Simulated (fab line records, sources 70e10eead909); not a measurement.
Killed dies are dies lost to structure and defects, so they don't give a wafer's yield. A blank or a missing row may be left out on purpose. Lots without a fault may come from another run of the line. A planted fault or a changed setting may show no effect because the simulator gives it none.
Chamber matching | flow nand_harc | NHARC_P_CONTACT_DEP_00 on pecvd-03: 3 sister chambers
The step deposits SiO2, target thk 500 nm. 3 wafers are shown with their chamber, then 7 later ones without.

WAFERS WITH THEIR CHAMBER
wafer  | chamber | throttle_valve_pct (%)
L633.5 | 1       | 15.8
L636.1 | 0       | 16.3
L636.3 | 2       | 16.8

WAFERS WITHOUT THEIR CHAMBER
wafer  | throttle_valve_pct (%)
L636.4 | 16.4
L637.2 | 15.6
L637.4 | 16.0
L637.6 | 16.7
L638.3 | 16.2
L638.4 | 15.7
L638.5 | 16.2

WHICH CHAMBER EACH WENT THROUGH
wafer  | from the rows above     | in truth
L636.4 | 0                       | 0
L637.2 | 1                       | 1
L637.4 | can't be placed: 1 or 0 | 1
L637.6 | 2                       | 2
L638.3 | 0                       | 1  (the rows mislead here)
L638.4 | 1                       | 1
L638.5 | 0                       | 0
Placed correctly: 5 of 7. Can't be placed from these rows: 1 (the true chamber is among the candidates in 1). Placed wrongly: 1.
How it was worked out, from the rows above alone: a wafer's distance from a chamber is the root of the sum, over the readings, of the square of ((its reading less the chamber's mean) divided by the reading's scatter). The wafer belongs to the nearest chamber; if the next one is less than 2 further off, it can't be placed. A chamber's mean is the mean of its shown wafers. The scatter: with one shown wafer a chamber, the root of the mean of the squares of how far each hidden wafer lies from its nearest shown one.
